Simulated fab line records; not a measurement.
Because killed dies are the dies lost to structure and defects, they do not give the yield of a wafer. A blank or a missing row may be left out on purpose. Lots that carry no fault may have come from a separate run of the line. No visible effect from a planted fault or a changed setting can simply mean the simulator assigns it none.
Chamber matching    flow n5Finfet    4 sister chambers for N5_BEOL_M10_STRIP_19 on rieDiel-01
The step strips in O2. 18 wafers are shown with their chamber, then 9 later ones without.

## WAFERS PAIRED WITH THEIR CHAMBERS
wafer   chamber  drypumpMotorCurrentA (A)  showerheadPlenumPTorr (Torr)  throttleValvePct (%)
L075.1  1        5.6                       2.20                          16.42
L075.2  0        5.6                       1.99                          16.90
L075.5  2        5.0                       2.15                          17.06
L076.2  1        5.6                       2.20                          16.43
L076.4  1        5.6                       2.20                          16.43
L076.5  3        6.2                       2.19                          16.72
L078.1  3        6.2                       2.18                          16.73
L078.4  1        5.6                       2.20                          16.45
L078.5  0        5.7                       1.99                          16.91
L084.1  3        6.2                       2.18                          16.73
L084.3  1        5.6                       2.19                          16.44
L084.6  0        5.7                       1.98                          16.94
L082.1  0        5.6                       1.98                          16.93
L082.3  1        5.6                       2.19                          16.44
L082.5  0        5.6                       1.98                          16.92
L086.3  0        5.6                       1.98                          16.95
L086.4  2        5.0                       2.14                          16.62
L086.5  1        5.6                       2.19                          16.47

SIGNATURES (means of the wafers above)
reading                chamber 0  chamber 1  chamber 2  chamber 3  scatter within a chamber
drypumpMotorCurrentA   5.633      5.600      5.000      6.200      0.0309
showerheadPlenumPTorr  1.9833     2.1957     2.1450     2.1833     0.00549
throttleValvePct       16.9250    16.4400    16.8400    16.7267    0.0846
Rule: a wafer lies at a distance from a chamber equal to the root of the sum of squares, over the readings, of (its reading less the chamber's mean, divided by the reading's scatter). If the next closest chamber is less than 2 further off than the closest, the wafer can't be placed; otherwise it belongs to the closest. How the scatter is found: for the shown wafers, subtract from each reading the mean of its chamber, square and add these, divide the total by (wafers less chambers), then take the root.

## WAFERS WHOSE CHAMBER IS MISSING
wafer   drypumpMotorCurrentA (A)  showerheadPlenumPTorr (Torr)  throttleValvePct (%)
L092.4  6.2                       2.17                          16.75
L092.5  5.0                       2.14                          16.62
L092.6  6.2                       2.17                          16.75
L095.1  5.7                       1.97                          16.99
L095.2  6.2                       2.17                          16.78
L095.3  5.6                       2.18                          16.50
L097.1  5.1                       2.14                          16.65
L097.3  6.2                       2.17                          16.78
L097.6  6.2                       2.17                          16.78

## EACH ONE'S CHAMBER
wafer   from the rows above  in truth
L092.4  3                    3
L092.5  2                    2
L092.6  3                    3
L095.1  0                    0
L095.2  3                    3
L095.3  1                    1
L097.1  2                    2
L097.3  3                    3
L097.6  3                    3
Correctly placed: 9 of 9. Left unplaced by these rows: 0. 0 placed wrongly.
